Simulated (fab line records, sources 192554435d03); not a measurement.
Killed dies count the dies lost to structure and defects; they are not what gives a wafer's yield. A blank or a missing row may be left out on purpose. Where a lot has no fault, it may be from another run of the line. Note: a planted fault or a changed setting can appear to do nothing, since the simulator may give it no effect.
fab line records	flow n5-finfet	part 1 of 2: steps 1 to 4 of 6
[record] lots = 21	wafers = 63	last-day = 18
route steps=1938 shown BEOL_M11@1572 BEOL_M12@1615
lots that met no fault: taken from a fault-free run of the same line
start-h: hours from the record's opening day to when the first of the lot's shown wafers began	wait-h: time in hours since the lot's previous step	" as in the row above	L1.1+2: a single row standing in for several wafers	- either no value or no given start	* or withheld: withheld	< > ~ a bound
route shown NAME@n: a module of which the file shows steps, and the number in the route of the first	usual: mean/standard deviation of fault-free wafers	same: alike in all rows	chamber/n: place in a boat	sites: readings site by site	_std_site: how widely they spread, as a standard deviation	_edge_site: inner sites' mean taken away from outer sites' mean	radius-mm: how far each site lies from the wafer's centre	mask NAME#n: copy n	behind: the most recent tool/chamber to have shaped the wafer	hold: reason for holding the lot/hours on hold/outcome of the hold	device: names the non-switching transistor (n, p or np)	end of line: the same wafers' tests at the end of the route	step lacking rows: just its recipe	killed: not the wafer's yield, but the dies lost to structure and defects at the first sort	map: the dies of a wafer, with x for killed, . for not killed, _ for no die there
set.NAME: the run value of the setting; set.NAME@STEP: its run value at that earlier step	model.NAME: the simulator's own value behind a step, which no gauge read
the route's steps for a sample of lots (tables are steps, rows are wafers)
services: the hour from which a tool's chamber was out of use, counted from the record's first day as start-h (under 0 if before that day), plus the number of hours and why
[[steps]]
[step N5_BEOL_M11_ETCH_65]
[recipe] chemistry = CF4	target = SiARC	target-depth-a = 390	mask-material = CAR-ArF	time-s = 65	ion-energy-ev = 80	pressure-mtorr = 40	source-w = 545	bias-w = 36	Ar_flow_sccm = 100	cf4-flow-sccm = 100	ends = cleared
[usual] drypump-motor-current-A = 5.7/0.4	etch-rf-on-time-s = 65.3/1.3	oes-product-au = 0.67/0.075	rf-vpp-V = 184.0/1.2	showerhead-plenum-p-Torr = 2.13/0.068	throttle-valve-pct = 15.61/0.25
lot.wafer	tool	chamber	start-h	wait-h	drypump-motor-current-A	etch-rf-on-time-s	oes-product-au	rf-hours-counter-h	rf-vpp-V	showerhead-plenum-p-Torr	throttle-valve-pct
L074.2	rie-diel-03	3	220.21	0.0	5.5	66.9	0.59	196	186.0	2.21	15.69
L074.4	"	0	"	"	5.9	65.6	0.71	65	183.6	2.08	15.37
L074.6	"	2	"	"	6.0	65.7	0.64	-	182.9	2.05	15.75
L075.1	rie-diel-02	2	245.73	0.0	5.9	64.8	0.64	161	184.0	2.15	15.88
L075.4	"	3	"	"	4.9	61.9	0.62	224	182.6	2.04	16.05
L075.6	"	1	"	"	6.3	64.6	0.82	-	184.3	2.11	15.23
L076.3	rie-diel-03	2	259.61	0.0	6.0	65.3	0.63	188	182.8	2.05	15.76
L076.5	"	3	"	"	5.5	65.7	0.60	-	186.0	2.21	15.73
L076.6	"	2	"	"	6.0	65.3	0.64	-	183.0	2.05	15.75
L078.1	rie-diel-02	2	266.60	0.0	5.9	65.1	0.64	167	183.8	2.14	15.88
L078.3	"	0	"	"	5.7	65.6	0.78	23	186.2	2.17	15.29
L078.4	"	3	"	"	4.9	63.2	0.62	230	182.9	2.04	16.04
L082.4	rie-diel-04	2	282.19	0.0	5.8	64.9	0.61	194	182.4	2.13	15.72
L082.5	"	2	"	"	5.8	65.0	0.61	-	183.0	2.13	15.72
L082.6	"	3	"	"	6.3	66.4	0.70	-	186.5	2.26	15.65
L080.2	rie-diel-02	0	282.32	0.0	5.7	64.7	0.78	28	183.5	2.17	15.29
L080.3	"	2	"	"	5.9	64.7	0.63	171	184.2	2.14	15.90
L080.6	"	2	"	"	5.8	64.5	0.63	-	184.0	2.14	15.90
L079.1	rie-diel-02	1	282.78	0.0	6.4	64.0	0.79	15	183.8	2.10	15.25
L079.3	"	0	"	"	5.7	65.5	0.77	28	184.7	2.17	15.28
L079.4	"	3	"	"	4.9	63.0	0.62	235	182.4	2.03	16.07
L085.2	rie-diel-02	3	292.49	0.0	4.9	62.6	0.61	238	183.1	2.03	16.05
L085.3	"	0	"	"	5.7	66.2	0.77	31	183.8	2.17	15.31
L085.5	"	0	"	"	5.7	65.7	0.77	-	185.6	2.17	15.28
L081.3	rie-diel-04	2	292.62	0.0	5.8	64.0	0.61	198	183.8	2.13	15.69
L081.5	"	3	"	"	6.3	66.0	0.70	-	186.6	2.26	15.66
L081.6	"	1	"	"	5.2	65.2	0.80	-	184.0	2.19	15.28
L083.4	rie-diel-03	3	299.49	0.0	5.5	66.6	0.58	219	185.3	2.21	15.73
L083.5	"	2	"	"	6.1	66.1	0.63	-	181.3	2.05	15.77
L083.6	"	3	"	"	5.5	66.5	0.58	-	186.0	2.21	15.75
L084.3	rie-diel-03	0	301.21	0.0	5.9	67.0	0.68	87	183.5	2.07	15.40
L084.4	"	1	"	"	5.7	65.5	0.63	177	183.7	2.13	15.47
L084.5	"	1	"	"	5.7	65.1	0.63	-	184.1	2.13	15.47
L087.1	rie-diel-03	0	306.67	0.0	5.9	65.9	0.69	88	182.6	2.07	15.40
L087.3	"	3	"	"	5.5	65.8	0.59	220	184.9	2.21	15.74
L087.6	"	2	"	"	6.0	65.5	0.62	-	183.6	2.05	15.78
L088.2	rie-diel-02	3	308.84	0.0	4.9	61.7	0.62	243	182.5	2.03	16.07
L088.4	"	3	"	"	4.9	61.6	0.62	-	183.5	2.03	16.08
L088.5	"	2	"	"	5.8	64.0	0.63	-	182.5	2.14	15.92
L086.1	rie-diel-04	3	308.97	0.0	6.3	66.6	0.69	89	185.9	2.26	15.67
L086.3	"	1	"	"	5.2	65.5	0.78	17	184.8	2.18	15.30
L086.5	"	1	"	"	5.2	65.5	0.78	-	185.1	2.18	15.30
L093.2	rie-diel-03	2	350.35	0.0	6.0	65.1	0.62	215	183.4	2.04	15.82
L093.3	"	1	"	"	5.7	65.1	0.63	192	184.5	2.13	15.52
L093.5	"	0	"	"	5.9	66.3	0.68	-	183.0	2.07	15.44
L091.3	rie-diel-02	3	350.70	0.0	4.9	61.7	0.86	3	185.7	2.28	15.58
L091.5	"	0	"	"	5.7	66.1	0.75	-	185.2	2.16	15.33
L091.6	"	1	"	"	6.4	66.1	0.74	-	184.5	2.09	15.30
L092.2	rie-diel-02	1	356.39	0.0	6.3	64.8	0.74	41	183.3	2.09	15.30
L092.3	"	3	"	"	4.9	62.4	0.85	4	186.3	2.28	15.59
L092.6	"	2	"	"	5.8	65.1	0.61	-	183.7	2.13	15.95
L094.1	rie-diel-03	0	358.12	0.0	5.9	66.8	0.68	100	181.9	2.07	15.43
L094.5	"	1	"	"	5.7	64.8	0.63	-	183.0	2.13	15.52
L094.6	"	0	"	"	5.9	66.0	0.68	-	183.1	2.07	15.43
L095.1	rie-diel-04	3	378.88	0.0	6.3	67.4	0.66	109	186.8	2.25	15.71
L095.4	"	3	"	"	6.3	67.6	0.66	-	184.6	2.25	15.70
L095.5	"	2	"	"	5.8	66.1	0.59	-	183.1	2.12	15.78
L096.1	rie-diel-03	1	390.48	0.0	5.7	65.6	0.62	203	183.4	2.12	15.53
L096.2	"	3	"	"	5.5	67.8	0.56	245	183.2	2.20	15.78
L096.5	"	3	"	"	5.5	66.9	0.57	-	184.6	2.20	15.79
L097.2	rie-diel-03	1	393.04	0.0	5.7	65.3	0.62	204	184.5	2.12	15.53
L097.3	"	2	"	"	6.0	65.7	0.60	228	183.2	2.04	15.85
L097.5	"	2	"	"	6.0	65.7	0.61	-	182.5	2.04	15.82
[step N5_BEOL_M11_STRIP_77]
[recipe] chemistry = N2/H2	time-s = 10	power-w = 450	temp-c = 40	pressure-mtorr = 20	rf-frequency-hz = 6e+07	bias-power-w = 7	n2-flow-sccm = 200	h2-flow-sccm = 200
[usual] drypump-motor-current-A = 5.7/0.4	oes-product-au = 0.78/0.09	rf-vpp-V = 59.0/0.83	showerhead-plenum-p-Torr = 2.53/0.088	throttle-valve-pct = 23.67/0.24
lot.wafer	tool	chamber	start-h	wait-h	drypump-motor-current-A	oes-product-au	rf-hours-counter-h	rf-vpp-V	showerhead-plenum-p-Torr	throttle-valve-pct
L074.2	rie-diel-03	3	-	-	5.6	0.69	197	58.1	2.64	23.52
L074.4	"	0	"	"	5.9	0.84	65	60.3	2.46	23.52
L074.6	"	2	"	"	6.0	0.75	-	58.8	2.44	23.85
L075.1	rie-diel-02	2	-	-	5.9	0.74	161	58.8	2.54	24.05
L075.4	"	3	"	"	4.9	0.72	224	58.3	2.40	23.93
L075.6	"	1	"	"	6.3	0.97	-	58.0	2.49	23.23
L076.3	rie-diel-03	2	-	-	6.1	0.74	189	58.3	2.43	23.86
L076.5	"	3	"	"	5.5	0.69	-	59.0	2.63	23.55
L076.6	"	2	"	"	6.0	0.75	-	58.6	2.43	23.87
L078.1	rie-diel-02	2	-	-	5.9	0.75	167	58.6	2.53	24.05
L078.3	"	0	"	"	5.7	0.91	24	58.3	2.61	23.74
L078.4	"	3	"	"	4.9	0.71	230	58.3	2.40	23.94
L082.4	rie-diel-04	2	-	-	5.8	0.71	194	58.7	2.51	23.39
L082.5	"	2	"	"	5.8	0.71	-	58.3	2.51	23.40
L082.6	"	3	"	"	6.3	0.83	-	58.5	2.68	23.97
L080.2	rie-diel-02	0	-	-	5.7	0.90	28	58.6	2.61	23.73
L080.3	"	2	"	"	5.9	0.75	171	58.1	2.53	24.05
L080.6	"	2	"	"	5.9	0.74	-	59.5	2.53	24.05
L079.1	rie-diel-02	1	-	-	6.3	0.94	15	58.3	2.48	23.25
L079.3	"	0	"	"	5.7	0.90	28	60.0	2.61	23.75
L079.4	"	3	"	"	4.9	0.70	235	57.6	2.39	23.95
L085.2	rie-diel-02	3	-	-	4.9	0.71	238	58.7	2.39	23.96
L085.3	"	0	"	"	5.7	0.89	31	59.2	2.61	23.74
L085.5	"	0	"	"	5.7	0.90	-	59.1	2.61	23.76
L081.3	rie-diel-04	2	-	-	5.8	0.71	198	59.0	2.51	23.41
L081.5	"	3	"	"	6.3	0.83	-	60.6	2.68	23.95
L081.6	"	1	"	"	5.2	0.93	-	59.2	2.61	23.66
L083.4	rie-diel-03	3	-	-	5.5	0.69	219	60.0	2.63	23.57
L083.5	"	2	"	"	6.1	0.74	-	58.8	2.43	23.87
L083.6	"	3	"	"	5.5	0.68	-	61.1	2.63	23.55
L084.3	rie-diel-03	0	-	-	5.9	0.82	87	58.9	2.45	23.55
L084.4	"	1	"	"	5.7	0.75	177	58.9	2.52	23.42
L084.5	"	1	"	"	5.7	0.75	-	57.9	2.52	23.43
L087.1	rie-diel-03	0	-	-	5.9	0.81	89	59.6	2.45	23.55
L087.3	"	3	"	"	5.6	0.68	221	58.8	2.63	23.55
L087.6	"	2	"	"	6.0	0.73	-	58.7	2.43	23.88
L088.2	rie-diel-02	3	-	-	4.9	0.70	243	58.4	2.39	23.96
L088.4	"	3	"	"	4.9	0.69	-	59.6	2.39	23.96
L088.5	"	2	"	"	5.9	0.73	-	58.9	2.53	24.06
L086.1	rie-diel-04	3	-	-	6.3	0.81	89	59.5	2.67	23.95
L086.3	"	1	"	"	5.2	0.93	17	59.6	2.60	23.65
L086.5	"	1	"	"	5.2	0.92	-	58.6	2.60	23.65
L093.2	rie-diel-03	2	-	-	6.1	0.73	215	58.1	2.42	23.88
L093.3	"	1	"	"	5.7	0.73	192	59.9	2.52	23.45
L093.5	"	0	"	"	5.9	0.80	-	60.3	2.45	23.56
L091.3	rie-diel-02	3	-	-	4.9	0.98	3	58.7	2.70	23.55
L091.5	"	0	"	"	5.7	0.87	-	59.2	2.60	23.77
L091.6	"	1	"	"	6.4	0.88	-	57.1	2.47	23.27
L092.2	rie-diel-02	1	-	-	6.4	0.88	41	58.7	2.47	23.29
L092.3	"	3	"	"	4.9	0.98	5	60.3	2.70	23.56
L092.6	"	2	"	"	5.8	0.71	-	60.2	2.52	24.10
L094.1	rie-diel-03	0	-	-	5.9	0.81	101	58.6	2.45	23.55
L094.5	"	1	"	"	5.7	0.73	-	58.9	2.52	23.45
L094.6	"	0	"	"	6.0	0.81	-	58.0	2.45	23.57
L095.1	rie-diel-04	3	-	-	6.2	0.80	109	59.9	2.67	23.98
L095.4	"	3	"	"	6.2	0.80	-	59.4	2.67	23.97
L095.5	"	2	"	"	5.8	0.69	-	59.0	2.50	23.44
L096.1	rie-diel-03	1	-	-	5.7	0.72	203	58.3	2.51	23.45
L096.2	"	3	"	"	5.5	0.66	245	59.7	2.61	23.58
L096.5	"	3	"	"	5.6	0.66	-	59.3	2.61	23.60
L097.2	rie-diel-03	1	-	-	5.7	0.73	204	59.2	2.51	23.46
L097.3	"	2	"	"	6.1	0.71	228	57.5	2.42	23.91
L097.5	"	2	"	"	6.1	0.71	-	59.8	2.42	23.93
[step N5_BEOL_M12_DESCUM_15]
[recipe] chemistry = O2	time-s = 7.9	source-power-w = 50	bias-power-w = 20	pressure-mtorr = 20	rf-frequency-hz = 2.712e+07	temp-c = 40	o2-flow-sccm = 225
[usual] drypump-motor-current-A = 5.6/0.55	o2-flow-sccm = 225.1/0.62	oes-product-au = 0.82/0.086	rf-vpp-V = 242.9/1.3	showerhead-plenum-p-Torr = 2.07/0.057	throttle-valve-pct = 20.34/0.27
lot.wafer	tool	chamber	start-h	wait-h	drypump-motor-current-A	o2-flow-sccm	oes-product-au	rf-hours-counter-h	rf-vpp-V	showerhead-plenum-p-Torr	throttle-valve-pct
L074.2	rie-diel-01	3	225.06	0.0	5.2	225.7	0.97	8	241.8	2.05	20.14
L074.4	"	1	"	"	5.1	224.6	0.73	177	243.3	2.06	20.30
L074.6	"	3	"	"	5.2	225.4	0.96	-	242.6	2.05	20.13
L075.1	rie-diel-06	0	250.74	0.1	5.6	224.9	0.75	183	244.5	2.08	20.42
L075.4	"	1	"	"	4.8	225.5	0.74	-	241.4	2.01	20.87
L075.6	"	1	"	"	4.9	225.3	0.73	-	243.0	2.01	20.87
L076.3	rie-diel-05	0	263.37	0.0	6.1	225.3	0.84	66	242.7	2.05	20.18
L076.5	"	2	"	"	5.5	224.4	0.93	-	244.4	2.14	20.03
L076.6	"	3	"	"	6.0	225.5	0.69	-	246.4	2.13	20.71
L078.1	rie-diel-01	0	271.18	0.0	4.9	225.3	0.78	142	241.7	2.02	20.66
L078.3	"	3	"	"	5.2	225.0	0.92	24	242.2	2.04	20.15
L078.4	"	0	"	"	4.9	225.6	0.78	-	240.6	2.02	20.66
L080.2	rie-diel-06	2	287.56	0.0	6.6	225.4	0.92	30	246.2	2.22	20.13
L080.3	"	3	"	"	5.5	224.9	0.93	6	244.5	2.22	20.36
L080.6	"	1	"	"	4.9	225.0	0.72	-	240.5	2.00	20.90
L082.4	rie-diel-01	3	288.23	0.2	5.2	225.2	0.90	31	243.1	2.04	20.16
L082.5	"	0	"	"	4.9	225.5	0.77	-	242.5	2.02	20.67
L082.6	"	3	"	"	5.2	225.8	0.91	-	241.8	2.04	20.16
L079.1	rie-diel-05	1	288.56	0.4	5.8	225.3	0.95	15	241.8	2.05	20.16
L079.3	"	3	"	"	6.1	225.0	0.69	242	243.4	2.13	20.72
L079.4	"	0	"	"	6.1	225.3	0.84	74	242.3	2.04	20.18
L085.2	rie-diel-05	2	296.03	0.0	5.5	225.5	0.91	28	243.5	2.14	20.04
L085.3	"	1	"	"	5.8	225.6	0.94	18	242.0	2.05	20.18
L085.5	"	0	"	"	6.1	226.0	0.83	-	243.1	2.04	20.19
L081.3	rie-diel-01	1	296.40	0.0	5.1	225.5	0.72	201	242.3	2.06	20.34
L081.5	"	3	"	"	5.2	224.7	0.90	-	240.2	2.04	20.17
L081.6	"	0	"	"	4.9	224.9	0.78	-	240.9	2.02	20.68
L083.4	rie-diel-01	2	303.61	0.0	6.4	224.0	0.80	112	243.1	2.11	20.02
L083.5	"	2	"	"	6.4	224.1	0.79	-	243.1	2.11	20.03
L083.6	"	3	"	"	5.2	224.4	0.89	-	242.9	2.04	20.17
L084.3	rie-diel-05	2	305.71	0.0	5.5	225.0	0.89	31	243.8	2.14	20.07
L084.4	"	0	"	"	6.1	225.0	0.83	80	243.1	2.04	20.21
L084.5	"	0	"	"	6.1	225.8	0.83	-	240.9	2.04	20.18
L087.1	rie-diel-06	0	310.41	0.0	5.6	225.5	0.73	206	242.4	2.07	20.46
L087.3	"	2	"	"	6.6	224.4	0.92	39	245.0	2.22	20.13
L087.6	"	1	"	"	4.9	224.8	0.72	-	241.8	2.00	20.91
L088.2	rie-diel-01	3	314.10	0.2	5.2	225.5	0.88	40	244.2	2.04	20.17
L088.4	"	0	"	"	4.9	225.1	0.77	157	242.6	2.02	20.69
L088.5	"	0	"	"	4.9	224.3	0.77	-	242.3	2.02	20.68
L086.1	rie-diel-05	3	314.17	0.1	6.1	223.5	0.68	251	244.1	2.13	20.73
L086.3	"	1	"	"	5.8	224.6	0.92	24	241.9	2.05	20.16
L086.5	"	0	"	"	6.1	224.5	0.82	-	240.9	2.04	20.21
L093.2	rie-diel-01	0	354.67	0.6	4.9	224.5	0.75	170	241.2	2.01	20.71
L093.3	"	2	"	"	6.4	224.9	0.78	130	243.2	2.10	20.05
L093.5	"	1	"	"	5.0	225.8	0.69	-	243.1	2.05	20.36
L091.3	rie-diel-01	0	355.39	0.7	4.9	225.6	0.76	171	241.0	2.01	20.70
L091.5	"	3	"	"	5.2	225.1	0.86	-	242.8	2.03	20.21
L091.6	"	0	"	"	4.9	225.1	0.75	-	241.5	2.01	20.70
L092.2	rie-diel-05	1	360.05	0.1	5.8	225.8	0.89	44	243.2	2.04	20.20
L092.3	"	3	"	"	6.1	225.6	0.97	6	241.8	2.12	20.41
L092.6	"	0	"	"	6.1	226.0	0.81	-	241.7	2.03	20.23
L094.1	rie-diel-01	0	362.61	0.0	4.9	226.6	0.75	173	243.1	2.01	20.71
L094.5	"	3	"	"	5.2	224.6	0.87	-	239.9	2.03	20.23
L094.6	"	2	"	"	6.4	224.7	0.77	-	244.6	2.10	20.06
L095.1	rie-diel-05	0	384.87	0.5	6.1	225.0	0.80	111	241.3	2.03	20.23
L095.4	"	2	"	"	5.5	226.1	0.84	64	245.3	2.12	20.11
L095.5	"	3	"	"	6.1	225.6	0.92	-	244.4	2.12	20.43
L096.1	rie-diel-01	3	395.90	0.1	5.2	226.1	0.84	69	242.3	2.02	20.22
L096.2	"	2	"	"	6.4	225.6	0.76	145	242.8	2.10	20.09
L096.5	"	2	"	"	6.4	225.3	0.76	-	243.8	2.10	20.08
L097.2	rie-diel-05	1	396.54	0.0	5.8	224.6	0.87	57	241.9	2.04	20.21
L097.3	"	2	"	"	5.5	225.6	0.85	67	242.4	2.12	20.13
L097.5	"	2	"	"	5.5	224.8	0.85	-	245.0	2.12	20.11
[step N5_BEOL_M12_STRIP_37]
[recipe] chemistry = N2/H2	power-w = 1000	temp-c = 250	h2-frac = 0.65	overash-fraction = 0.3	pressure-mtorr = withheld	n2-flow-sccm = 1750	h2-flow-sccm = 3250
[usual] drypump-motor-current-A = 5.59/0.24	heater-power-w = 333/17	oes-product-au = 0.791/0.01
lot.wafer	tool	chamber	start-h	wait-h	drypump-motor-current-A	heater-power-w	oes-product-au	rf-hours-counter-h
L074.2	plasma-asher-02	0	226.71	0.0	5.36	348	0.784	55
L074.4	"	1	"	"	5.73	315	0.772	-
L074.6	"	1	"	"	5.72	332	0.795	-
L075.1	plasma-asher-01	1	252.34	0.0	5.87	312	0.782	135
L075.4	"	0	"	"	5.33	350	0.791	-
L075.6	"	1	"	"	5.89	318	0.793	-
L076.3	plasma-asher-01	1	265.41	0.1	5.91	316	0.804	-
L076.5	"	0	"	"	5.37	362	0.776	-
L076.6	"	1	"	"	5.89	313	0.787	-
L078.1	plasma-asher-01	1	272.83	0.0	5.86	311	0.802	140
L078.3	"	0	"	"	5.36	352	0.796	-
L078.4	"	1	"	"	5.88	316	0.782	-
L080.2	plasma-asher-01	0	289.23	0.0	5.35	357	0.783	144
L080.3	"	0	"	"	5.33	359	0.805	-
L080.6	"	1	"	"	5.91	313	0.802	-
L079.1	plasma-asher-01	0	290.77	0.0	5.37	345	0.804	144
L079.3	"	0	"	"	5.38	341	0.789	-
L079.4	"	1	"	"	5.88	315	0.791	-
L082.4	plasma-asher-02	0	290.78	0.1	5.39	344	0.788	-
L082.5	"	0	"	"	5.35	341	0.794	-
L082.6	"	1	"	"	5.81	319	0.805	-
L085.2	plasma-asher-02	0	297.57	0.0	5.34	349	0.782	70
L085.3	"	0	"	"	5.35	339	0.796	-
L085.5	"	0	"	"	5.34	347	0.800	-
L081.3	plasma-asher-02	1	298.09	0.1	5.75	317	0.782	-
L081.5	"	0	"	"	5.30	348	0.787	-
L081.6	"	1	"	"	5.80	317	0.777	-
L083.4	plasma-asher-02	1	305.11	0.1	5.81	320	0.768	-
L083.5	"	1	"	"	5.77	324	0.786	-
L083.6	"	0	"	"	5.38	346	0.789	-
L084.3	plasma-asher-01	0	307.21	0.1	5.35	356	0.780	-
L084.4	"	1	"	"	5.87	312	0.803	-
L084.5	"	0	"	"	5.34	348	0.781	-
L087.1	plasma-asher-02	1	311.87	0.0	5.78	321	0.795	73
L087.3	"	1	"	"	5.80	307	0.806	-
L087.6	"	1	"	"	5.76	318	0.790	-
L088.2	plasma-asher-01	0	315.58	0.0	5.34	350	0.777	148
L088.4	"	0	"	"	5.37	353	0.794	-
L088.5	"	0	"	"	5.35	350	0.792	-
L086.1	plasma-asher-02	1	316.07	0.0	5.77	319	0.772	74
L086.3	"	0	"	"	5.35	341	0.798	-
L086.5	"	0	"	"	5.37	349	0.806	-
L093.2	plasma-asher-01	0	356.29	0.0	5.35	342	0.799	156
L093.3	"	1	"	"	5.85	318	0.797	-
L093.5	"	0	"	"	5.33	345	0.794	-
L091.3	plasma-asher-02	0	357.00	0.1	5.35	344	0.784	-
L091.5	"	0	"	"	5.34	346	0.787	-
L091.6	"	1	"	"	5.73	326	0.802	-
L092.2	plasma-asher-02	1	361.88	0.0	5.78	310	0.790	83
L092.3	"	1	"	"	5.80	317	0.808	-
L092.6	"	0	"	"	5.39	358	0.783	-
L094.1	plasma-asher-02	0	364.12	0.0	5.40	347	0.777	83
L094.5	"	1	"	"	5.77	307	0.775	-
L094.6	"	0	"	"	5.34	345	0.787	-
L095.1	plasma-asher-01	0	386.50	0.0	5.37	350	0.794	162
L095.4	"	1	"	"	5.84	309	0.785	-
L095.5	"	1	"	"	5.89	306	0.780	-
L096.1	plasma-asher-01	1	397.55	0.0	5.91	314	0.782	164
L096.2	"	0	"	"	5.38	352	0.777	164
L096.5	"	1	"	"	5.88	312	0.788	-
L097.2	plasma-asher-01	0	398.53	0.0	5.37	356	0.789	164
L097.3	"	0	"	"	5.36	355	0.798	-
L097.5	"	1	"	"	5.88	305	0.788	-
